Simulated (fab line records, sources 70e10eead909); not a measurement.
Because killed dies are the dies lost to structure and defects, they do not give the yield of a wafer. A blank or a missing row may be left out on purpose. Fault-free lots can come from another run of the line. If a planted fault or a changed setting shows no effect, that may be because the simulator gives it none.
Problem report in the 8D (eight disciplines) form, filled by code + flow nand_harc + the parts of the form that need people (team, actions taken, sign-off) are left out

== 1. THE PROBLEM ==
NHARC_END_SORT_01, killed_dies: mean 138 over 1 wafer from 1 lot; wafers with no fault: 57, standard deviation 18. That puts it +4.5 standard deviations away from the usual mean.
The first sign was on wafer L295.1 at day 29 23:09, on prober-02. Wafers with a number at this step in the record: 12, from 5 lots. Rule for "out" (also "out of limits"): further than 4 standard deviations from the usual mean. All remaining wafers that have a number are taken as sound.

== 2. WHAT THIS IS AND IS NOT ==
| question                    | is                           | is not                                                          |
|-----------------------------|------------------------------|-----------------------------------------------------------------|
| which readings at this step | killed_dies, killed_at_array | killed_at_other, killed_at_periphery, killed_open, killed_short |
| which lots                  | L295                         | L282, L284, L285, L293                                          |
| which wafers of those lots  | all that have a number       | -                                                               |
| read on which gauges        | prober-02                    | prober-01                                                       |
| when                        | from day 29 23:09            | up to then (11 sound wafers)                                    |

== 3. SUSPECTS, AND WHAT RULES EACH OUT ==
Counting: a tool stays on the suspect list if, at a process step up to the reading, it processed all lots that are out and no sound lot following the first of them.
- the gauge at NHARC_END_SORT_01: kept. All the wafers that are out were read on prober-02, and no step on other tools shows them out.
- har_etch-01 at NHARC_A_CHANNEL_HOLE_D2_ETCH_23 (etches the open film in C4F8/O2/Ar, time 819 s, target depth 1600 nm): kept. It ran the lot that is out, L295 (day 19 05:59), and no sound lot after that; its last sound lot up to then is L284 (day 14 17:33).
- rie_diel-07 at NHARC_A_CHANNEL_HOLE_D2_STRIP_28 (strips in O2): kept. It ran the lot that is out, L295 (day 19 09:56), and no sound lot after that; its last sound lot up to then is L293 (day 18 08:06). NHARC_A_CHANNEL_HOLE_D2_STRIP_28 gives no start for some lots, so the hours and the order of its lots are those of NHARC_A_CHANNEL_HOLE_D2_PRECLEAN_29.
- wet_bench-01 at NHARC_A_CHANNEL_HOLE_D2_PRECLEAN_29 (cleans in SC1): kept. It ran the lot that is out, L295 (day 19 09:56), and no sound lot after that; its last sound lot up to then is L293 (day 18 08:06).
- xsem-02 at NHARC_A_CHANNEL_HOLE_D2_XSEM_32: kept. It ran the lot that is out, L295 (day 19 10:09), and no sound lot after that; its last sound lot up to then is L293 (day 18 08:20).
- ald_hk-01 at NHARC_A_CHANNEL_FILL_D2_ALD_14 (deposits SiO2, target thk 2.5 nm, pulse time 10 s, ald cycles 25): kept. It ran the lot that is out, L295 (day 19 15:52), and no sound lot after that; its last sound lot up to then is L284 (day 15 04:56).
- rie_si-06 at NHARC_A_CHANNEL_FILL_D2_ETCHBACK_19 (etches the open film in HBr/Cl2, target depth 5 nm, time 1.7 s): kept. It ran the lot that is out, L295 (day 20 08:38), and no sound lot after that; its last sound lot up to then is L285 (day 16 13:01).
Left after counting: har_etch-01 at NHARC_A_CHANNEL_HOLE_D2_ETCH_23, rie_diel-07 at NHARC_A_CHANNEL_HOLE_D2_STRIP_28, wet_bench-01 at NHARC_A_CHANNEL_HOLE_D2_PRECLEAN_29, xsem-02 at NHARC_A_CHANNEL_HOLE_D2_XSEM_32, ald_hk-01 at NHARC_A_CHANNEL_FILL_D2_ALD_14, rie_si-06 at NHARC_A_CHANNEL_FILL_D2_ETCHBACK_19, prober-02 at NHARC_END_SORT_01.

== 4. THE CAUSE (what the simulator had put in) ==
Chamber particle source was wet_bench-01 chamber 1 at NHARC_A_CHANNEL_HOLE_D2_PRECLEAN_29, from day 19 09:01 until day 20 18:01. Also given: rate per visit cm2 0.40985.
Counting left 7 suspects, and this tool is among them.

== 5. THE EFFECT CHAIN, in route order ==
Each row: a reading where the mean over the struck wafers with a number is more than 3 standard deviations away from the usual. Only readings for which the record gives a usual standard deviation are gone through. hours: the time from each lot's start at the first step in this table that gives one to its start at this step, as a median over the lots. sigmas: the change in usual standard deviations.
| hours | step              | reading         | usual | on struck wafers | change | sigmas |
|-------|-------------------|-----------------|-------|------------------|--------|--------|
| 0     | NHARC_END_SORT_01 | killed_at_array | 52    | 133              | +81    | +4.3   |
| 0     | NHARC_END_SORT_01 | killed_dies     | 57    | 138              | +81    | +4.5   |

== 6. WHAT WOULD HAVE CAUGHT IT SOONER ==
254 hours passed between the start of the fault at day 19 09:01 and the first reading out of limits at a measuring or inspecting step in this record, taken at day 29 23:09.
Lots out: 1; all had begun NHARC_A_CHANNEL_HOLE_D2_PRECLEAN_29 on wet_bench-01 by day 29 23:09. A hold on the tool at that time would have spared none of them.
